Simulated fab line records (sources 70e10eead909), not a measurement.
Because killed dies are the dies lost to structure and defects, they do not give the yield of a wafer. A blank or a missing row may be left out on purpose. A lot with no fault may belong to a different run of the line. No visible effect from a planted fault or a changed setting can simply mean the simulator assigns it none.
Chamber matching :: flow nandHarc :: NHARC_A_M0_STRIP_18 on rieDiel-13 has 4 sister chambers
The step strips in N2/H2. 24 wafers are shown with their chamber, then 12 later ones without.

WAFERS, EACH WITH ITS CHAMBER
wafer: L075.1
chamber: 1
showerheadPlenumPTorr (Torr): 1.96
drypumpMotorCurrentA (A): 6.02
rfVppV (V): 90.4

wafer: L075.3
chamber: 0
showerheadPlenumPTorr (Torr): 2.07
drypumpMotorCurrentA (A): 6.21
rfVppV (V): 91.4

wafer: L075.6
chamber: 0
showerheadPlenumPTorr (Torr): 2.07
drypumpMotorCurrentA (A): 6.20
rfVppV (V): 90.9

wafer: L076.2
chamber: 3
showerheadPlenumPTorr (Torr): 2.06
drypumpMotorCurrentA (A): 5.63
rfVppV (V): 91.4

wafer: L076.4
chamber: 1
showerheadPlenumPTorr (Torr): 1.96
drypumpMotorCurrentA (A): 6.02
rfVppV (V): 90.0

wafer: L076.5
chamber: 1
showerheadPlenumPTorr (Torr): 1.96
drypumpMotorCurrentA (A): 6.02
rfVppV (V): 88.6

wafer: L080.1
chamber: 2
showerheadPlenumPTorr (Torr): 2.17
drypumpMotorCurrentA (A): 6.21
rfVppV (V): 90.6

wafer: L080.3
chamber: 0
showerheadPlenumPTorr (Torr): 2.07
drypumpMotorCurrentA (A): 6.22
rfVppV (V): 91.5

wafer: L080.5
chamber: 2
showerheadPlenumPTorr (Torr): 2.17
drypumpMotorCurrentA (A): 6.22
rfVppV (V): 91.9

wafer: L083.1
chamber: 3
showerheadPlenumPTorr (Torr): 2.06
drypumpMotorCurrentA (A): 5.60
rfVppV (V): 90.4

wafer: L083.2
chamber: 1
showerheadPlenumPTorr (Torr): 1.96
drypumpMotorCurrentA (A): 6.03
rfVppV (V): 90.5

wafer: L083.3
chamber: 0
showerheadPlenumPTorr (Torr): 2.06
drypumpMotorCurrentA (A): 6.20
rfVppV (V): 90.1

wafer: L086.1
chamber: 2
showerheadPlenumPTorr (Torr): 2.17
drypumpMotorCurrentA (A): 6.20
rfVppV (V): 92.9

wafer: L086.2
chamber: 3
showerheadPlenumPTorr (Torr): 2.06
drypumpMotorCurrentA (A): 5.64
rfVppV (V): 90.4

wafer: L086.5
chamber: 2
showerheadPlenumPTorr (Torr): 2.17
drypumpMotorCurrentA (A): 6.19
rfVppV (V): 92.7

wafer: L087.1
chamber: 1
showerheadPlenumPTorr (Torr): 1.96
drypumpMotorCurrentA (A): 6.01
rfVppV (V): 89.4

wafer: L087.4
chamber: 3
showerheadPlenumPTorr (Torr): 2.06
drypumpMotorCurrentA (A): 5.63
rfVppV (V): 89.6

wafer: L087.6
chamber: 2
showerheadPlenumPTorr (Torr): 2.17
drypumpMotorCurrentA (A): 6.17
rfVppV (V): 90.2

wafer: L084.2
chamber: 0
showerheadPlenumPTorr (Torr): 2.06
drypumpMotorCurrentA (A): 6.22
rfVppV (V): 90.3

wafer: L084.3
chamber: 2
showerheadPlenumPTorr (Torr): 2.17
drypumpMotorCurrentA (A): 6.16
rfVppV (V): 91.0

wafer: L084.6
chamber: 1
showerheadPlenumPTorr (Torr): 1.96
drypumpMotorCurrentA (A): 6.06
rfVppV (V): 89.6

wafer: L088.2
chamber: 0
showerheadPlenumPTorr (Torr): 2.06
drypumpMotorCurrentA (A): 6.23
rfVppV (V): 90.8

wafer: L088.3
chamber: 1
showerheadPlenumPTorr (Torr): 1.96
drypumpMotorCurrentA (A): 6.05
rfVppV (V): 89.3

wafer: L088.5
chamber: 3
showerheadPlenumPTorr (Torr): 2.06
drypumpMotorCurrentA (A): 5.63
rfVppV (V): 90.9

SIGNATURES (averages over the wafers above)
reading: showerheadPlenumPTorr
chamber 0: 2.0650
chamber 1: 1.9600
chamber 2: 2.1700
chamber 3: 2.0600
scatter within a chamber: 0.00274

reading: drypumpMotorCurrentA
chamber 0: 6.2133
chamber 1: 6.0300
chamber 2: 6.1917
chamber 3: 5.6260
scatter within a chamber: 0.0178

reading: rfVppV
chamber 0: 90.833
chamber 1: 89.686
chamber 2: 91.550
chamber 3: 90.540
scatter within a chamber: 0.786
Rule: for a wafer and a chamber, the distance is found by dividing, reading by reading, the gap between the wafer's reading and the chamber's mean by the reading's scatter, squaring, summing and taking the root. The wafer belongs to the nearest chamber; if the next one is less than 2 further off, it can't be placed. The scatter: take each reading less its chamber's mean, square it, sum over the shown wafers, divide by the number of wafers less the number of chambers, and take the root.

WAFERS MISSING THEIR CHAMBER
wafer: L090.2
showerheadPlenumPTorr (Torr): 2.17
drypumpMotorCurrentA (A): 6.22
rfVppV (V): 92.1

wafer: L090.3
showerheadPlenumPTorr (Torr): 2.06
drypumpMotorCurrentA (A): 5.65
rfVppV (V): 91.3

wafer: L090.5
showerheadPlenumPTorr (Torr): 1.96
drypumpMotorCurrentA (A): 6.02
rfVppV (V): 89.3

wafer: L093.1
showerheadPlenumPTorr (Torr): 1.96
drypumpMotorCurrentA (A): 6.02
rfVppV (V): 90.8

wafer: L093.2
showerheadPlenumPTorr (Torr): 2.06
drypumpMotorCurrentA (A): 5.62
rfVppV (V): 90.0

wafer: L093.3
showerheadPlenumPTorr (Torr): 2.06
drypumpMotorCurrentA (A): 6.19
rfVppV (V): 91.3

wafer: L094.2
showerheadPlenumPTorr (Torr): 1.96
drypumpMotorCurrentA (A): 6.04
rfVppV (V): 89.8

wafer: L094.4
showerheadPlenumPTorr (Torr): 2.06
drypumpMotorCurrentA (A): 6.21
rfVppV (V): 91.0

wafer: L094.5
showerheadPlenumPTorr (Torr): 2.06
drypumpMotorCurrentA (A): 5.62
rfVppV (V): 92.3

wafer: L097.1
showerheadPlenumPTorr (Torr): 2.17
drypumpMotorCurrentA (A): 6.16
rfVppV (V): 92.5

wafer: L097.2
showerheadPlenumPTorr (Torr): 2.06
drypumpMotorCurrentA (A): 5.62
rfVppV (V): 90.7

wafer: L097.6
showerheadPlenumPTorr (Torr): 2.17
drypumpMotorCurrentA (A): 6.15
rfVppV (V): 90.8

CHAMBER TAKEN BY EACH
wafer: L090.2
from the rows above: 2
in truth: 2

wafer: L090.3
from the rows above: 3
in truth: 3

wafer: L090.5
from the rows above: 1
in truth: 1

wafer: L093.1
from the rows above: 1
in truth: 1

wafer: L093.2
from the rows above: 3
in truth: 3

wafer: L093.3
from the rows above: 0
in truth: 0

wafer: L094.2
from the rows above: 1
in truth: 1

wafer: L094.4
from the rows above: 0
in truth: 0

wafer: L094.5
from the rows above: 3
in truth: 3

wafer: L097.1
from the rows above: 2
in truth: 2

wafer: L097.2
from the rows above: 3
in truth: 3

wafer: L097.6
from the rows above: 2
in truth: 2
12 of 12 placed correctly. Not placeable from these rows: 0. 0 placed wrongly.
